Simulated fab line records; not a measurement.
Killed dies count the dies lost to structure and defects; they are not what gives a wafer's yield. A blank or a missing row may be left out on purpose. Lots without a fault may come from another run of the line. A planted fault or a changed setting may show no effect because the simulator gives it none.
Code-filled problem report in 8D (eight disciplines) form ; flow n5-finfet ; the parts of the form that need people (team, actions taken, sign-off) are left out

== 1. WHAT WENT WRONG ==
COMB_M11 at N5_BEOL_M15_RC_MEAS_101 reads a mean of 4.8e-10 S/m on 5 wafers of 2 lots; wafers without a fault read 1.5e-11 S/m with a standard deviation of 3.1e-12. So: +99 or more standard deviations from the usual mean.
Seen first at day 15 16:06 on prober-01, wafer L117.1. The record has a number at this step for 21 wafers belonging to 7 lots. The rule behind "out" and "out of limits": a value lying over 4 standard deviations away from the usual mean. Any other wafer with a number is counted as sound.

== 2. WHAT THIS IS AND IS NOT ==
question;is;is not
which readings at this step;COMB_M11, COMB_M11_max_site;COMB_M10, COMB_M12, COMB_M13, COMB_M14, COMB_M15, COMB_M5, COMB_M7, COMB_M8, COMB_M9, SERP_M10, SERP_M12, SERP_M13, SERP_M14, SERP_M5, SERP_M6, SERP_M7, SERP_M8, SERP_M9
which lots;L117, L118;L101, L105, L111, L112, L123
which wafers of those lots;L117.1, L117.2, L117.6, L118.1, L118.6;L118.4
read on which gauges;prober-01, prober-02;-
when;from day 15 16:06;"up to then (12 sound wafers); but 4 sound wafers of L118, L123 came after"
where on the wafer (9 sites);all sites;-

== 3. THE SUSPECTS, EACH WITH WHAT RULES IT OUT ==
Counting: a tool at a process step up to the reading stays a suspect if it ran every lot that is out. Sound lots after the first of them don't rule it out here, since some wafers of a struck lot are sound.
- the gauge at N5_BEOL_M15_RC_MEAS_101 has been ruled out. Those wafers that are out were read across 2 gauges (prober-01, prober-02).
- rie-diel-04 at N5_BEOL_M11_VIA_ETCH_34 (etches SiCOH lowk in C4F6/O2, target depth 184.5 nm, time 69.2 s): kept. It processed each lot that is out (first: L117, day 14 11:17); up to then, its last sound lot is L111 (day 13 14:53).
- ald-metal-04 at N5_BEOL_M11_ALD_74 (deposits TaN, target thk 2 nm, pulse time 2 s, purge time 3 s): kept. It processed each lot that is out (first: L117, day 14 12:29); up to then, its last sound lot is L112 (day 13 05:02).
- Within rie-diel-04 at N5_BEOL_M11_VIA_ETCH_34: the wafers that are out ran in chambers 0, 3; their sound lot-mates ran in chamber 2.
Remaining after the count are rie-diel-04 at N5_BEOL_M11_VIA_ETCH_34 and ald-metal-04 at N5_BEOL_M11_ALD_74.

== 4. THE CAUSE (what the simulator had put in) ==
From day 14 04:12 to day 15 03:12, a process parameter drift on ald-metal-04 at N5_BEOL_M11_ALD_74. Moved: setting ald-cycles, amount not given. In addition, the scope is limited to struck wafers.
2 suspects survive the count, and this tool is in that group.

== 5. SEQUENCE OF EFFECTS, ordered by route ==
Each row: a reading where the mean over the struck wafers with a number is more than 3 standard deviations away from the usual. Scope: only readings with a usual standard deviation given in the record; hours: median across lots of the time from each lot's start at the first step in this table that gives one to its start at this step; sigmas: change in usual standard deviations.
hours;step;reading;usual;on struck wafers;change;sigmas
0;N5_BEOL_M15_RC_MEAS_101;COMB_M11;1.5e-11 S/m;4.8e-10;+4.7e-10;+99 or more
0;N5_BEOL_M15_RC_MEAS_101;COMB_M11_max_site;2.1e-11 S/m;7.4e-10;+7.2e-10;+99 or more
0;N5_BEOL_M15_RC_MEAS_101;SERP_M11_max_site;3.17 ohm/um;2.96;-0.21;-3.1
17;N5_PASSIVATION_PROBE_49;killed_at_M4_up;15;49;+34;+5.5
It contains these process steps:
- N5_PASSIVATION_PROBE_49

== 6. WHAT WOULD HAVE CAUGHT IT SOONER ==
36 hours passed between the start of the fault at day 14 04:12 and the first reading out of limits at a measuring or inspecting step in this record, taken at day 15 16:06.
An alarm limit of 4 standard deviations would not have fired on the tool readings at N5_BEOL_M11_ALD_74 for which the record gives a usual standard deviation, since none of them was out on any struck wafer.
All the lots that are out (2) had begun N5_BEOL_M11_ALD_74 on ald-metal-04 by day 15 16:06. A hold on the tool at that time would have spared none of them.
